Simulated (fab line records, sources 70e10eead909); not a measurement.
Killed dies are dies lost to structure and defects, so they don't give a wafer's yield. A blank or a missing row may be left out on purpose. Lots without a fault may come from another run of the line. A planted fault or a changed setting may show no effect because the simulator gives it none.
Which tool did it? | flow nand_harc | 11 lots, 33 wafers sampled, at 5 steps of a route of 1302

WHAT THE GAUGES READ, wafer by wafer
NHARC_END_SORT_01.
lot  | measured     | on        | killed_at_array
L381 | day 25 06:49 | prober-01 | 23 22 20
L395 | day 30 08:08 | prober-02 | 48 64 32

WHICH TOOL RAN EACH LOT (tool, then ch and the chambers of the sampled wafers, then the start)
lot  | NHARC_A_STAIRCASE_TRIM_224                    | NHARC_A_STAIRCASE_TRIM_226                    | NHARC_A_STAIRCASE_TRIM_235                    | NHARC_A_STAIRCASE_HM_DEP_456
L381 | rie_diel-12 ch 1,3, day 16 22:19 or earlier   | rie_diel-12 ch 0,1,3, day 16 22:19 or earlier | rie_diel-12 ch 0,1,2, day 16 22:19 or earlier | acl_dep-03 ch 0, day 16 22:19
L382 | rie_diel-01 ch 2,3, day 17 01:07 or earlier   | rie_diel-01 ch 0,1,2, day 17 01:07 or earlier | rie_diel-12 ch 0,1,2, day 17 01:07 or earlier | acl_dep-02 ch 0, day 17 01:07
L384 | rie_diel-12 ch 0,2, day 17 17:38 or earlier   | rie_diel-12 ch 0,2, day 17 17:38 or earlier   | rie_diel-01 ch 1,3, day 17 17:38 or earlier   | acl_dep-03 ch 0, day 17 17:38
L386 | rie_diel-13 ch 2,3, day 18 07:46 or earlier   | rie_diel-13 ch 0,3, day 18 07:46 or earlier   | rie_diel-13 ch 0,2,3, day 18 07:46 or earlier | acl_dep-01 ch 0, day 18 07:46 and acl_dep-02 ch 0, day 18 10:31
L387 | rie_diel-13 ch 1,2,3, day 18 16:54 or earlier | rie_diel-13 ch 0,1,3, day 18 16:54 or earlier | rie_diel-13 ch 0,2,3, day 18 16:54 or earlier | acl_dep-01 ch 0, day 18 16:54
L388 | rie_diel-12 ch 0,2, day 19 11:38 or earlier   | rie_diel-12 ch 1,2,3, day 19 11:38 or earlier | rie_diel-12 ch 2,3, day 19 11:38 or earlier   | acl_dep-03 ch 0, day 19 11:38
L389 | rie_diel-12 ch 1,2,3, day 19 16:23 or earlier | rie_diel-12 ch 1,2,3, day 19 16:23 or earlier | rie_diel-13 ch 0,3, day 19 16:23 or earlier   | acl_dep-02 ch 0, day 19 16:23
L395 | rie_diel-01 ch 0,2,3, day 22 07:30 or earlier | rie_diel-01 ch 1,2,3, day 22 07:30 or earlier | rie_diel-01 ch 0,3, day 22 07:30 or earlier   | acl_dep-03 ch 0, day 22 07:30
L401 | rie_diel-12 ch 1,2,3, day 24 10:31 or earlier | rie_diel-12 ch 0,2,3, day 24 10:31 or earlier | rie_diel-01 ch 0,1,2, day 24 10:31 or earlier | acl_dep-02 ch 0, day 24 10:31
L402 | rie_diel-01 ch 0,1,3, day 25 06:54 or earlier | rie_diel-01 ch 0,1, day 25 06:54 or earlier   | rie_diel-12 ch 0,2,3, day 25 06:54 or earlier | acl_dep-03 ch 0, day 25 06:54
L403 | rie_diel-01 ch 0,1,3, day 25 22:14 or earlier | rie_diel-01 ch 0,2,3, day 25 22:14 or earlier | rie_diel-01 ch 1,2,3, day 25 22:14 or earlier | acl_dep-03 ch 0, day 25 22:14
- NHARC_A_STAIRCASE_TRIM_224: chemistry O2, time 211.2 s.
- NHARC_A_STAIRCASE_TRIM_226: chemistry O2, time 211.2 s.
- NHARC_A_STAIRCASE_TRIM_235: chemistry O2, time 211.2 s.
- NHARC_A_STAIRCASE_HM_DEP_456: deposits aC, target thk 3100 nm.

THE ANSWER, worked out from the rows above alone
Rule: what is usual is taken from the lots themselves. Put in order of their means at a reading, lots are off if they are a third of the lots or fewer, leave a main group of 4 or more, and stand apart from it by a gap of 3 or more times the standard deviation of the main group's means; of several such gaps the widest counts. A main group whose means are all the same, to the digits that the tables above print for the reading, isn't used. A lot without any number at a reading at which 4 lots or more have one is off too. The other lots that the step has rows for count as sound.
No lot is off at any reading shown: from this, nothing can be told.

WHAT THE SIMULATOR HAD PUT IN
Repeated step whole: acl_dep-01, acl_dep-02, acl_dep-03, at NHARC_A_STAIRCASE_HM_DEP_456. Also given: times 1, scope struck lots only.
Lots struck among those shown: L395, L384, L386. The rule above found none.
